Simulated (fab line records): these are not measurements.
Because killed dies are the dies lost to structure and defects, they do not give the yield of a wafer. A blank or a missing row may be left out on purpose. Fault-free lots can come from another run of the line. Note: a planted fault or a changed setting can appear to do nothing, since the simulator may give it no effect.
Which tool was responsible? ; flow nand-harc ; route of 1159 steps, sampled at 1 step: 24 lots, 72 wafers

== WHAT THE GAUGES SHOWED, per wafer ==
NHARC_P_CONTACT_OVL_MEAS_13. Usual: overlay-x-nm -0.1 nm, standard deviation 0.66; overlay-y-nm 0.0 nm, standard deviation 0.95.
lot;measured;on;overlay-x-nm (nm);overlay-y-nm (nm);flag
L074;day 5 12:43;overlay-01;0.0 -0.3 -0.5;0.0 -0.1 0.0;
L076;day 6 04:48;overlay-01;0.9 1.2 1.4;2.8 2.1 2.3;
L075;day 6 05:38;overlay-01;-0.1 0.6 0.5;0.9 1.2 1.3;
L078;day 6 14:12;overlay-01;-0.9 -1.5 -0.7;-0.6 -0.9 -1.4;
L077;day 6 15:47;overlay-01;-0.1 -0.1 0.2;-0.1 0.0 -0.5;
L080;day 6 21:06;overlay-01;0.5 -0.4 0.1;1.2 0.3 0.9;
L079;day 6 21:59;overlay-02;-0.3 0.0 0.3;-0.2 -0.1 0.5;
L081;day 7 08:16;overlay-02;0.0 0.4 0.1;-1.0 -1.8 -1.3;
L083;day 7 18:31;overlay-01;-0.7 -0.5 -0.3;0.2 0.5 0.1;
L082;day 7 19:39;overlay-02;-1.3 -1.6 -1.6;0.3 -0.1 0.7;
L084;day 8 07:45;overlay-01;-0.3 -0.3 -0.4;-1.5 -1.3 -0.9;
L087;day 8 20:08;overlay-01;-0.1 0.0 0.4;-0.8 -0.4 -0.8;
L085;day 8 20:41;overlay-02;0.2 0.0 -0.1;0.0 0.1 0.0;
L086;day 8 21:38;overlay-01;0.1 0.4 -0.5;0.1 -0.5 -0.3;
L089;day 9 05:47;overlay-01;0.1 0.0 -0.2;-0.3 0.6 0.1;
L088;day 9 06:22;overlay-01;-0.2 0.2 -0.1;1.1 0.8 0.9;
L091;day 9 14:34;overlay-02;-0.9 -0.8 -1.4;-0.6 -1.1 -1.2;
L090;day 9 16:28;overlay-01;0.3 -0.3 -0.3;-1.2 -1.5 -1.5;
L093;day 10 02:50;overlay-01;-0.8 -0.6 -0.8;0.9 1.1 1.4;
L092;day 10 03:22;overlay-02;0.2 -0.1 0.4;-0.5 -0.3 -0.4;
L094;day 10 10:20;overlay-02;-0.7 -1.0 -0.8;0.3 0.7 1.0;
L095;day 10 20:32;overlay-01;1.3 1.3 1.4;-0.7 -0.4 -0.3;
L096;day 10 21:13;overlay-01;0.6 0.2 0.0;0.4 0.6 0.4;
L097;day 11 13:37;overlay-02;-0.8 -0.8 -0.8;0.3 0.3 0.2;

== WHICH TOOL RAN EACH LOT (tool, then ch and the chambers of the sampled wafers, then the start) ==
There is no process step in the record ahead of these readings.

== WHAT THE TOOLS THEMSELVES READ (means of the sampled wafers that have a number; where no wafer has one, the mark that the record gives instead) ==
The record holds no such reading with a usual standard deviation.

== THE ANSWER, worked out from the rows above alone ==
Rule: lot off if the mean of its wafers having a number is beyond 3 standard deviations from the usual mean. A lot without any number at a reading at which 4 lots or more have one is off too. All remaining lots with rows at the step are treated as sound. Order of review: gauges by route order, followed by the tools' own readings, for which a lot's mean as printed above is used. At the first step where some lot is off, the reading lying furthest off is the one used; lots without a number count as furthest.
No lot is off on any of the readings shown, so nothing can be concluded from this.

== WHAT THE SIMULATOR HAD INSERTED ==
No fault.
